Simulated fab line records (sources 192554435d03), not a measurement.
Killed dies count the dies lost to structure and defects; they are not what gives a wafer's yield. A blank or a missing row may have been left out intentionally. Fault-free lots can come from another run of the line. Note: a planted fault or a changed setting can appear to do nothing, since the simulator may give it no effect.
fab line records	flow n5-finfet
record: lots: 5	wafers: 13	last-day: 21
route steps=1938 shown BEOL_M15@1797 PASSIVATION@1936
lots untouched by any fault: they come from a run of this same line in which no faults occurred
start-h: start of the lot's first displayed wafer, in hours after the record's first day	wait-h: hours from the lot's prior step to this one	" identical to the entry in the row above	L1.1+2: several wafers, shown together as one row	- no value, or no start was given	* or withheld: withheld	< > ~ a bound
route shown NAME@n: names a module that has steps shown in the file, with the first one's number in the route	usual: mean/standard deviation of fault-free wafers	same: alike in all rows	chamber/n: place in a boat	sites: per-site readings	_std_site: the standard deviation of these	_edge_site: mean of outer sites minus mean of inner sites	radius-mm: how far each site lies from the wafer's centre	mask NAME#n: copy n	behind: the last tool/chamber to shape the wafer	hold: cause of the lot's hold/its duration in hours/its outcome	device: names the non-switching transistor (n, p or np)	end of line: tests of these same wafers at the route's end	where a step has no rows: the recipe by itself	killed: at the first sort, the dies lost to defects and structure; wafer yield is something else	map: dies across one wafer; x = killed, . = not, _ = none there
set.NAME: setting as actually run; set.NAME@STEP: the setting as run at that earlier step	model.NAME: the simulator's own value behind a step, which no gauge read
certain route steps with their lots: each step a table, each wafer a row
services: the hour from which a tool's chamber was out of use, counted from the record's first day as start-h (under 0 if before that day), plus the number of hours and why
== steps ==
step: N5_BEOL_M15_COAT_22
recipe: spin-rpm: 1704	resist-thk-nm: 800
step: N5_BEOL_M15_EBR_24
recipe: solvent: PGMEA	ebr-width-mm: 1.5
step: N5_BEOL_M15_SOFTBAKE_23
recipe: temp-c: 130	time-s: 60
step: N5_BEOL_M15_EXPOSE_25
recipe: mask-id: M15	na: 0.8	source-shape: annular	sigma-inner: 0.5	sigma-outer: 0.8	polarization: unpolarized	target-cd-nm: 400	dose-mj: 35.5
step: N5_BEOL_M15_PEB_26
recipe: peb-temp-c: 130	peb-time-s: 90
step: N5_BEOL_M15_DEVELOP_27
recipe: develop-time-s: 45	rinse-liquid: diw	dry: air-spin	dev-temp-c: 21
step: N5_BEOL_M15_HARDBAKE_32
recipe: temp-c: 130	time-s: 120
step: N5_BEOL_M15_DESCUM_33
recipe: chemistry: O2	time-s: 7.9	source-power-w: 50	bias-power-w: 20	pressure-mtorr: 20	rf-frequency-hz: 2.712e+07	temp-c: 40	o2-flow-sccm: 225
step: N5_BEOL_M15_ETCH_61
recipe: chemistry: N2/H2	target: BARC	target-depth-a: 890	overetch-a: 267	time-s: 67.9	ion-energy-ev: 200	pressure-mtorr: 30	source-w: 840	bias-w: 150	n2-flow-sccm: 200	h2-flow-sccm: 200
step: N5_BEOL_M15_TRENCH_ETCH_34
recipe: chemistry: C4F8/O2/Ar	target: SiO2	target-depth-a: 8729.3	he-inner-torr: 15	he-outer-torr: 30	time-s: 199	ion-energy-ev: 800	pressure-mtorr: 20	source-w: 1905	bias-w: 2040	Ar_flow_sccm: 400	C4F8_flow_sccm: 16	O2_flow_sccm: 12
usual: drypump-motor-current-A: 5.6/0.43	mfc-ar-sccm: 400.1/1.3	oes-product-au: 0.80/0.09	rf-fwd-power-W: 1900/5.7	rf-vpp-V: 2258/49	showerhead-plenum-p-Torr: 3.46/0.11	throttle-valve-pct: 30.84/0.25
lot.wafer	tool	chamber	start-h	wait-h	drypump-motor-current-A	mfc-ar-sccm	oes-product-au	rf-fwd-power-W	rf-hours-counter-h	rf-vpp-V	showerhead-plenum-p-Torr	throttle-valve-pct	model.etch.depth-nm	model.coat_of_BEOL_M15_COAT_22.thk-nm
L664.1	rie-diel-06	0	348.09	0.0	5.8	399.3	0.73	1894	175	2272	3.42	31.06	845	555
L664.4	"	3	"	"	6.0	399.7	0.89	1902	53	2271	3.50	31.09	895.4	536.8
L664.6	"	2	"	"	5.5	398.9	0.94	1907	-	2192	3.41	30.60	866.5	549.6
L676.3	rie-diel-06	2	449.97	0.0	5.6	399.7	0.89	1908	34	2190	3.39	30.64	878.4	542.6
L676.5	"	1	"	"	5.5	398.7	0.72	1895	-	2248	3.53	30.42	833.9	553
L676.6	"	2	"	"	5.5	401.1	0.89	1911	-	2191	3.39	30.63	882.8	541.4
L678.1	rie-diel-06	1	453.21	0.0	5.6	400.7	0.74	1905	166	2248	3.53	30.44	852.2	547.4
L678.6	"	2	"	"	5.6	399.0	0.90	1899	-	2189	3.39	30.64	1139	491.4
L679.1	rie-diel-06	3	465.95	0.0	6.0	400.4	0.85	1906	90	2269	3.48	31.15	918.5	533.6
L679.4	"	1	"	"	5.6	398.9	0.73	1894	171	2249	3.52	30.47	852.4	547.4
L679.6	"	3	"	"	6.1	400.3	0.85	1897	-	2268	3.48	31.17	1177	482
L682.2	rie-diel-06	0	473.58	0.0	5.8	399.9	0.70	1893	209	2269	3.40	31.08	1081	510.4
L682.4	"	3	"	"	6.0	402.2	0.85	1892	92	2267	3.48	31.16	925	532.2
step: N5_BEOL_M15_STRIP_36
recipe: chemistry: O2	power-w: 600	temp-c: 60	pressure-mtorr: 30	rf-frequency-hz: 6e+07	bias-power-w: 0	overash-fraction: 0.3	o2-flow-sccm: 225
step: N5_BEOL_M15_STRIP_62
recipe: chemistry: O2	power-w: 600	temp-c: 60	pressure-mtorr: 30	rf-frequency-hz: 6e+07	bias-power-w: 0	overash-fraction: 0.3	o2-flow-sccm: 225
step: N5_BEOL_M15_STRIP_37
recipe: chemistry: O2	power-w: 600	temp-c: 60	pressure-mtorr: 30	rf-frequency-hz: 6e+07	bias-power-w: 0	overash-fraction: 0.3	o2-flow-sccm: 225
step: N5_BEOL_M15_ETCH_38
recipe: chemistry: CF4/N2	target: SiCN	target-depth-a: 1064	taper-deg: 2	time-s: 120.5	ion-energy-ev: 150	mask-material: SiO2	pressure-mtorr: 40	source-w: 430	bias-w: 70	Ar_flow_sccm: 100	cf4-flow-sccm: 60	n2-flow-sccm: 60
step: N5_BEOL_M15_PRECLEAN_39
recipe: chemistry: residue-remover	time-s: 60	temp-c: 40
step: N5_BEOL_M15_SRD_40
recipe: time-s: 30	temp-c: 23	rinse-liquid: diw	dry: n2-spin	spin-rpm: 1500	dry-time-s: 30
step: N5_BEOL_M15_DEGAS_41
recipe: ambient: vacuum	temp-c: 300	time-s: 60
step: N5_BEOL_M15_PRE_CLEAN_42
recipe: gas: H2/He	time-s: 30	temp-c: 300
step: N5_BEOL_M15_SPUTTER_43
recipe: material: TaN	target-thk-a: 150	temp-c: 50	bias-v: 168.6	power-w: 15000	chamber-pressure-pa: 0.12	time-s: 24.19
step: N5_BEOL_M15_SPUTTER_44
recipe: material: Ta	target-thk-a: 150	temp-c: 50	bias-v: 80	power-w: 15000	chamber-pressure-pa: 0.07	time-s: 24.19
step: N5_BEOL_M15_SPUTTER_45
recipe: material: Cu	target-thk-a: 1000	temp-c: -20	bias-v: 60	power-w: 26000	chamber-pressure-pa: 0.13	time-s: 16.67
step: N5_BEOL_M15_ECD_47
recipe: material: Cu	target-thk-a: 18600
step: N5_BEOL_M15_ANNEAL_48
recipe: temp-c: 225	time-s: 90	ambient: N2
step: N5_BEOL_M15_CMP_49
recipe: stop-on: SiO2	t-overpolish-s: 4.9	down-force-psi: 2	platen-rpm: 80	clearing-platen-down-force-psi: 2	clearing-platen-rpm: 80	post-cmp-clean: cu-alkaline	target-thk-nm: 850	clearing-platen-pad-velocity-m-s: 1.5917	pad-velocity-m-s: 1.5917
usual: motor-current-A: 8.3/0.6	slurry-filter-dp-kPa: 13.51/0.13
lot.wafer	tool	chamber	start-h	wait-h	motor-current-A	slurry-filter-dp-kPa	model.Cu_of_BEOL_M15_ECD_47.thk-nm
L664.1	cmp-02	2	350.23	0.3	8.2	13.47	821.6
L664.4	"	3	"	"	9.1	13.34	871.8
L664.6	"	3	"	"	8.9	13.54	843.6
L676.3	cmp-02	0	452.46	0.3	7.7	13.65	857.6
L676.6	"	1	"	"	8.1	13.33	860.6
L676.5	"	2	"	"	8.1	13.33	811.2
L678.1	cmp-01	0	456.07	0.3	8.9	13.28	831.4
L678.6	"	3	"	"	7.3	13.56	1117
L679.1	cmp-03	3	475.66	0.3	7.7	13.66	894.6
L679.4	"	0	"	"	8.9	13.51	828
L679.6	"	1	"	"	9.0	13.60	1154
L682.2	cmp-03	3	480.07	0.4	7.6	13.77	1057
L682.4	"	2	"	"	8.7	13.49	902.6
step: N5_BEOL_M15_THK_MEAS_50
recipe: thk-meas-gauge: xrf	reads: Cu_of_BEOL_M15_ECD_47
usual: M15_THK: 845/23
lot.wafer	tool	chamber	start-h	wait-h	M15_THK[nm]
L664.1	film-metro-02	-	350.52	-	837
L664.4	"	-	"	"	886
L664.6	"	-	"	"	856
L676.3	film-metro-01	-	452.65	-	848
L676.5	"	-	"	"	802
L676.6	"	-	"	"	855
L678.1	film-metro-01	-	456.33	-	833
L678.6	"	-	"	"	1118
L679.1	film-metro-02	-	475.88	-	909
L679.4	"	-	"	"	837
L679.6	"	-	"	"	1172
L682.2	film-metro-01	-	480.36	-	1053
L682.4	"	-	"	"	907
step: N5_BEOL_M15_PRE_CLEAN_52
recipe: gas: NH3	time-s: 15	temp-c: withheld	rf-power-w: 300
step: N5_BEOL_M15_DEP_53
recipe: material: SiCN	target-thk-a: 500	temp-c: withheld	precursor: 3MS/NH3	pressure-torr: 3	rf-w: 675	time-s: 17.8
step: N5_BEOL_M15_RS_MEAS_54
recipe: thk-meas-gauge: four-point-probe	reads: Cu_of_BEOL_M15_ECD_47+Ta_of_BEOL_M15_SPUTTER_44+TaN_of_BEOL_M15_SPUTTER_43
usual: M15_RS: 0.0217/0.00054
lot.wafer	tool	chamber	start-h	wait-h	M15_RS[ohm/sq]
L664.1	film-metro-01	-	350.65	0.0	0.0223
L664.4	"	-	"	"	0.0210
L664.6	"	-	"	"	0.0217
L676.3	film-metro-01	-	452.77	0.1	0.0213
L676.5	"	-	"	"	0.0225
L676.6	"	-	"	"	0.0212
L678.1	film-metro-02	-	456.46	0.0	0.0221
L678.6	"	-	"	"	0.0164
L679.1	film-metro-01	-	476.01	0.0	0.0204
L679.4	"	-	"	"	0.0221
L679.6	"	-	"	"	0.0158
L682.2	film-metro-01	-	480.52	0.1	0.0172
L682.4	"	-	"	"	0.0202
step: N5_PASSIVATION_PROBE_49
usual: defect-limited-yield: 90.9/1.6	killed_at_M0_to_M3: 37/11	killed_at_M4_up: 15/5.6	killed-at-contacts: 13/6.4	killed-at-front-end: 39/11	killed-at-other: 4/3.1	killed-dies: 107/19	killed-open: 71/14	killed-short: 34/7.8	sort_bin_4_leakage: 0.01/0.053	sort_bin_5_function: 5.3/1	sort_bin_6_memory: 3.4/0.72	sort-n-pass: 1072/20	sort-yield-pct: 90.9/1.7
same: gross-dies: 1180	killed-at-back-side: 0	sort_bin_8_speed[%]: 0
lot.wafer	tool	chamber	start-h	wait-h	defect-limited-yield[%]	killed_at_M0_to_M3	killed_at_M4_up	killed-at-contacts	killed-at-front-end	killed-at-other	killed-dies	killed-open	killed-short	sort_bin_4_leakage[%]	sort_bin_5_function[%]	sort_bin_6_memory[%]	sort-n-pass	sort-yield-pct[%]
L679.4	prober-02	-	491.67	0.2	89.4	22	17	15	68	3	125	86	36	0	6.6	3.7	1055	89.4
L682.2	prober-02	-	496.22	0.1	91.4	41	17	6	36	2	102	67	32	0.25	4.8	3.6	1075	91.1
L682.4	prober-02	-	496.32	0.2	92.3	28	10	8	43	2	91	61	29	0	4.4	3.0	1089	92.3
killed by level:class
L679.4 FIN_SAQP:geometric-particle:open=19 FIN_SAQP:geometric-particle:short=18 BEOL_M4:geometric-particle:open=14 STI_FIN_REVEAL:geometric-particle:open=13 MOL_CONTACT_COAG:geometric-particle:open=12 BEOL_M0_SAQP:geometric-particle:open=6 BEOL_M3:geometric-particle:open=6 DUMMY_GATE:geometric-particle:open=5
L682.2 BEOL_M3:geometric-particle:open=14 STI_FIN_REVEAL:geometric-particle:open=12 FIN_SAQP:geometric-particle:open=7 BEOL_M0_SAQP:geometric-particle:short=6 BEOL_M3:geometric-particle:short=6 BEOL_M4:geometric-particle:open=6 MOL_CONTACT_COAG:geometric-particle:open=5 BEOL_M1:geometric-particle:open=5
L682.4 STI_FIN_REVEAL:geometric-particle:open=8 BEOL_M0_SAQP:geometric-particle:open=7 FIN_SAQP:geometric-particle:short=6 MOL_CONTACT_COAG:geometric-particle:open=6 DUMMY_GATE:geometric-particle:open=5 GATE_CUT:geometric-particle:short=5 BEOL_M0_SAQP:geometric-particle:short=5 BEOL_M3:geometric-particle:open=5
== services ==
tool	chamber	start-h	hours	kind
cmp-03	-	345.46	2.0	repair
cmp-03	-	351.98	2.6	repair
cmp-02	-	387.25	5.8	pm
rie-diel-06	0	401.30	8.8	repair
rie-diel-06	0	411.47	6.5	repair
cmp-02	-	418.69	0.5	repair
rie-diel-06	2	431.53	15.6	repair
cmp-01	-	436.24	3.6	repair
cmp-02	-	456.25	4.9	pm
cmp-01	-	478.99	1.5	repair
cmp-02	-	479.72	4.0	pm
== key ==
first-sign: step: N5_BEOL_M15_THK_MEAS_50	reading: M15_THK	direction: up	sigmas: 12	usual: 845	struck: 1115
effect: step: N5_BEOL_M15_RS_MEAS_54	reading: M15_RS	direction: down	sigmas: 9.7	usual: 0.0217	struck: 0.0165
model-effect: step: N5_BEOL_M15_TRENCH_ETCH_34	value: etch.depth-nm	without: 884.6	struck: 1132
model-effect: step: N5_BEOL_M15_CMP_49	value: Cu_of_BEOL_M15_ECD_47.thk-nm	without: 861.7	struck: 1109
met-at N5_BEOL_M15_TRENCH_ETCH_34
struck-wafers L678.6,L679.6,L682.2
onset-between 449.97 453.21
fault: kind: process-parameter-drift	tool: rie-diel-06	chamber: -	onset-h: 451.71	steps: N5_BEOL_M15_TRENCH_ETCH_34	channel: time-s	offset: *	shape: step	end-h: 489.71	scope: struck-wafers-only	acts-in: *	stated: *
